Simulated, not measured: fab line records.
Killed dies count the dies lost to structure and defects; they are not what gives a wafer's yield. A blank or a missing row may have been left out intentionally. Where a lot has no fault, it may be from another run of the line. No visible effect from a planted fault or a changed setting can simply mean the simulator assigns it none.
A single fault, viewed from 2 desks | flow n5-finfet | every desk sees just its own numbers, and what lay behind them comes last

FROM THE METROLOGY DESK
Means of the sampled wafers that have a number, per lot and without regard to the tool the lot ran on: this is what the gauges read. Marked OUT: a lot whose mean sits more than 4 standard deviations from the usual mean, which makes it out of limits; the brackets give that distance. Only the readings that lie furthest out on some lot appear, 7 of the 10 it has.
Columns: A = DIBL_N at N5_BEOL_M4_RC_MEAS_101, usual 36.5 mV/V; B = DIBL_P at N5_BEOL_M4_RC_MEAS_101, usual 36.6 mV/V; C = IOFF_N at N5_BEOL_M4_RC_MEAS_101, usual 0.167 nA/um; D = IOFF_P at N5_BEOL_M4_RC_MEAS_101, usual 0.21 nA/um; E = ION_N at N5_BEOL_M4_RC_MEAS_101, usual 674 uA/um; F = SS_N at N5_BEOL_M4_RC_MEAS_101, usual 71.6 mV/dec; G = VT_N at N5_BEOL_M4_RC_MEAS_101, usual 249 mV
lot  | first seen here | A    | B    | C     | D    | E   | F    | G
L666 | day 9 22:44     | 37.9 | 37.7 | 0.202 | 0.22 | 687 | 72.0 | 244
L668 | day 10 17:32    | 36.5 | 37.2 | 0.163 | 0.24 | 681 | 71.3 | 248
L670 | day 11 21:46    | 34.9 | 34.2 | 0.149 | 0.20 | 673 | 71.1 | 250
L672 | day 12 01:53    | 38.3 | 38.9 | 0.201 | 0.23 | 678 | 71.9 | 248
L680 | day 13 20:33    | 37.2 | 37.3 | 0.188 | 0.25 | 669 | 72.3 | 247
This desk's verdict: no lot among the 5 shows anything out of limits.

AT THE TOOL OWNER'S DESK: litho-track-04
The tool's own readings at N5_BEOL_M2_COAT_05 (resist thk 30 nm): means of the sampled wafers that have a number, for each lot that ran on this tool. Marked OUT: a lot whose mean sits more than 4 standard deviations from the usual mean, which makes it out of limits; the brackets give that distance.
Columns: A = spin-speed-rpm at N5_BEOL_M2_COAT_05, usual 1500.3 rpm
lot  | first seen here | A
L666 | day 8 14:23     | 1499.8
L668 | day 9 17:18     | 1403.2 (-99 or more) OUT
L670 | day 10 14:11    | 1402.9 (-99 or more) OUT
L672 | day 10 21:14    | 1401.9 (-99 or more) OUT
This desk's verdict: out of limits on L668, L670, L672, starting with L668 at day 9 17:18 (spin-speed-rpm at N5_BEOL_M2_COAT_05). L666: within limits.

BROUGHT TOGETHER
At day 9 17:18, on L668, L670, L672, the tool owner's desk was in a position to raise an alarm.
Metrology desk: nothing out of limits seen.
The metrology desk has L668, L670, L672 on record, within its limits.
N5_BEOL_M2_COAT_05 was run on litho-track-04 by each of the lots named.

WHAT THE SIMULATOR HAD INSERTED
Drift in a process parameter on litho-track-04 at N5_BEOL_M2_COAT_05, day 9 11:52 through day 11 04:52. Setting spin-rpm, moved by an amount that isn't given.
Shown lots that were struck: L668, L670, L672.
Delay in hours, fault start to first out-of-limits reading, by desk: the tool owner's desk at 5.
